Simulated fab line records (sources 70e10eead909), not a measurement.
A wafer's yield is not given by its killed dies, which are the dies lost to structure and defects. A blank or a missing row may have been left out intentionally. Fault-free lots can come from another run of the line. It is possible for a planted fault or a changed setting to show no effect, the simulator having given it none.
Chamber matching    flow nand_harc    4 sister chambers for NHARC_A_M1_ETCH_28 on rie_diel-05
The step etches the open film in CF4/N2, target depth 30 nm, time 72.99 s. 4 wafers are shown with their chamber, then 7 later ones without.

WAFERS PAIRED WITH THEIR CHAMBERS
wafer   chamber  drypump_motor_current_A (A)
L190.3  0        6.5
L190.5  2        5.2
L192.1  3        6.0
L192.4  1        5.3

WAFERS WHOSE CHAMBER IS MISSING
wafer   drypump_motor_current_A (A)
L192.5  6.0
L193.4  5.2
L193.5  5.2
L193.6  6.1
L196.4  5.1
L196.5  6.1
L196.6  6.5

WHICH CHAMBER EACH WENT THROUGH
wafer   from the rows above      in truth
L192.5  3                        3
L193.4  can't be placed: 2 or 1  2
L193.5  can't be placed: 2 or 1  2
L193.6  3                        3
L196.4  can't be placed: 2 or 1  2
L196.5  3                        3
L196.6  0                        0
Placed correctly: 4 of 7. Can't be placed from these rows: 3 (the true chamber is among the candidates in 3). 0 placed wrongly.
How it was worked out, from the rows above alone: a wafer's distance from a chamber is the root of the sum, over the readings, of the square of ((its reading less the chamber's mean) divided by the reading's scatter). If the next closest chamber is less than 2 further off than the closest, the wafer can't be placed; otherwise it belongs to the closest. Each chamber's mean is taken over the wafers shown for it. The scatter: with one shown wafer a chamber, the root of the mean of the squares of how far each hidden wafer lies from its nearest shown one.
